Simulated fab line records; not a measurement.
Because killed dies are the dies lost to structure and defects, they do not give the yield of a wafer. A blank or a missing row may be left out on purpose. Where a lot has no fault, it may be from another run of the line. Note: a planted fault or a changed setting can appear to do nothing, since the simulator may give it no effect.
Split-lot experiment + flow n5 finfet + route with 1938 steps; 7 lots, 21 wafers read

THE SPLIT
At N5_BEOL_M5_TRENCH_ETCH_37 (etches SiCOH lowk in C4F6/O2, target depth 71.652 nm, time 24.7 s), the setting source w was moved away from the recipe's 345 W on 6 of the 21 wafers read, by -15.6% to +13.3%. The other wafers ran this setting at the recipe's value.

FROM THE SPLIT TO THE READING: what the file shows between them, 13 steps
- N5_BEOL_M5_ETCH_41: etches SiCN in CH3F/O2, target depth 31.5 nm, time 56.7 s
- N5_BEOL_M5_STRIP_91: strips in N2/H2, time 10 s
- N5_BEOL_M5_OCD_MEAS_38
- N5_BEOL_M5_HM_STRIP_39: strips TiN in peroxide tin strip, target depth 25 nm, time 158 s
- N5_BEOL_M5_SRD_40: time 30 s
- N5_BEOL_M5_ECD_50: material Cu, target thk 300 nm
- N5_BEOL_M5_ANNEAL_51: time 90 s
- N5_BEOL_M5_CMP_52: polishes, stops on SiCOH lowk, t overpolish 6.9 s, target thk 62 nm
- N5_BEOL_M5_THK_MEAS_53: measures by xrf
- N5_BEOL_M5_PRE_CLEAN_77: time 15 s
- N5_BEOL_M5_CO_CAP_78: material Co, precursor CCTBA/H2, target thk 2 nm, time 102.1 s
- N5_BEOL_M5_PRE_CLEAN_55: time 15 s
- N5_BEOL_M5_DEP_56: deposits SiCN from 3MS/NH3, target thk 8 nm, time 14 s

THE READING
Measured at N5_BEOL_M5_RS_MEAS_57 by four-point probe: M5_RS, in ohm/sq. A value of 0.384 ohm/sq with a standard deviation of 0.014 ohm/sq is what fault-free wafers of this fab line usually give.

| wafer  | tool, chamber at the split | source w as run, W | against the recipe | M5_RS, ohm/sq | against lot-mates on the recipe |
|--------|----------------------------|--------------------|--------------------|---------------|---------------------------------|
| L074.3 | rie diel-05, 3             | 291.3              | -15.6%             | 0.438         | +0.079                          |
| L074.4 | rie diel-05, 2             | 345                | recipe             | 0.351         | -                               |
| L074.6 | rie diel-05, 0             | 345                | recipe             | 0.368         | -                               |
| L075.1 | rie diel-05, 1             | 304.5              | -11.7%             | 0.396         | +0.043                          |
| L075.2 | rie diel-05, 0             | 345                | recipe             | 0.355         | -                               |
| L075.3 | rie diel-05, 2             | 345                | recipe             | 0.352         | -                               |
| L077.2 | rie diel-03, 2             | 345                | recipe             | 0.371         | -                               |
| L077.3 | rie diel-03, 0             | 345                | recipe             | 0.381         | -                               |
| L077.5 | rie diel-03, 0             | 309.7              | -10.2%             | 0.405         | +0.029                          |
| L078.2 | rie diel-05, 2             | 345                | recipe             | 0.360         | -                               |
| L078.5 | rie diel-05, 2             | 390.8              | +13.3%             | 0.337         | -0.037                          |
| L078.6 | rie diel-05, 1             | 345                | recipe             | 0.388         | -                               |
| L087.1 | rie diel-03, 1             | 345                | recipe             | 0.362         | -                               |
| L087.3 | rie diel-03, 3             | 345                | recipe             | 0.389         | -                               |
| L087.4 | rie diel-03, 0             | 345                | recipe             | 0.387         | -                               |
| L092.3 | rie diel-05, 0             | 345                | recipe             | 0.376         | -                               |
| L092.4 | rie diel-05, 1             | 316.3              | -8.3%              | 0.407         | +0.031                          |
| L092.6 | rie diel-05, 3             | 316.3              | -8.3%              | 0.426         | +0.050                          |
| L097.1 | rie diel-06, 3             | 345                | recipe             | 0.379         | -                               |
| L097.4 | rie diel-06, 0             | 345                | recipe             | 0.376         | -                               |
| L097.5 | rie diel-06, 0             | 345                | recipe             | 0.394         | -                               |

FIT RESULTS
A straight line over all 21 wafers: M5_RS changes by -0.00346 ohm/sq for each +1% of source w; r = -0.83; the points scatter about the line by 0.014 ohm/sq.
The same after taking each lot's own level away (the mean of its wafers on the recipe; 21 wafers): -0.0039 ohm/sq for each +1%; r = -0.91; scatter 0.011 ohm/sq.
Per that fit: largest source w move, reading shift of 0.061 ohm/sq.
The lots' own levels span 0.3535 to 0.3830 ohm/sq, that is 2.1 times the standard deviation above.
So the lot-to-lot level changes the slope: the two fits differ.
Check: for one of the wafers moved furthest among these (-15.6%), held out of the fit, the line's prediction against its lot-mates is +0.0552 ohm/sq. It came out at +0.0785 ohm/sq against them.
Tool readings at the split's step, against how far the setting was moved: rf vpp V r = -0.93.

THE OTHER SPLITS THESE WAFERS WENT THROUGH
These wafers also went through other splits before the reading. Each is held against what the fit with the lots' levels taken away leaves over:
| other split on the same wafers | wafers away from the commonest value | r with M5_RS (lot level and that fit taken away) |
|--------------------------------|--------------------------------------|--------------------------------------------------|
| N5_BEOL_M3_EXPOSE_25 dose mj   | 7                                    | +0.12                                            |
| N5_BEOL_M4_ETCH_70 time s      | 7                                    | -0.14                                            |

THE WHOLE CHAIN: every reading that the file lists as answering this split, in the file's order
| step                      | what it does                                                        | reading                                                                      | change (the file's fit)               | r (the file's) |
|---------------------------|---------------------------------------------------------------------|------------------------------------------------------------------------------|---------------------------------------|----------------|
| N5_BEOL_M5_TRENCH_ETCH_37 | etches SiCOH lowk in C4F6/O2, target depth 71.652 nm, time 24.7 s   | rf vpp V                                                                     | -5.28 V for each +1% of the setting   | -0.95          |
| N5_BEOL_M5_TRENCH_ETCH_37 | etches SiCOH lowk in C4F6/O2, target depth 71.652 nm, time 24.7 s   | etch.depth nm (the simulator's own value, which no gauge read)               | +0.454 nm for each +1% of the setting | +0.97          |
| N5_BEOL_M5_TRENCH_ETCH_37 | etches SiCOH lowk in C4F6/O2, target depth 71.652 nm, time 24.7 s   | BEOL_M5.feature depth nm (the simulator's own value, which no gauge read)    | +0.455 nm for each +1% of the setting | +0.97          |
| N5_BEOL_M5_OCD_MEAS_38    |                                                                     | trench depth nm                                                              | +0.455 nm for each +1% of the setting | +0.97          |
| N5_BEOL_M5_CMP_52         | polishes, stops on SiCOH lowk, t overpolish 6.9 s, target thk 62 nm | Cu_of_BEOL_M5_ECD_50.thk nm (the simulator's own value, which no gauge read) | +0.515 nm for each +1% of the setting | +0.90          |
| N5_BEOL_M5_THK_MEAS_53    | measures by xrf                                                     | M5_THK                                                                       | +0.537 for each +1% of the setting    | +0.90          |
| N5_BEOL_M5_RS_MEAS_57     | measures by four-point-probe                                        | M5_RS                                                                        | -0.0039 for each +1% of the setting   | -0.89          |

FILE'S OWN FIT
M5_RS changes by -0.0039 ohm/sq for each +1% of source w, r = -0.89.
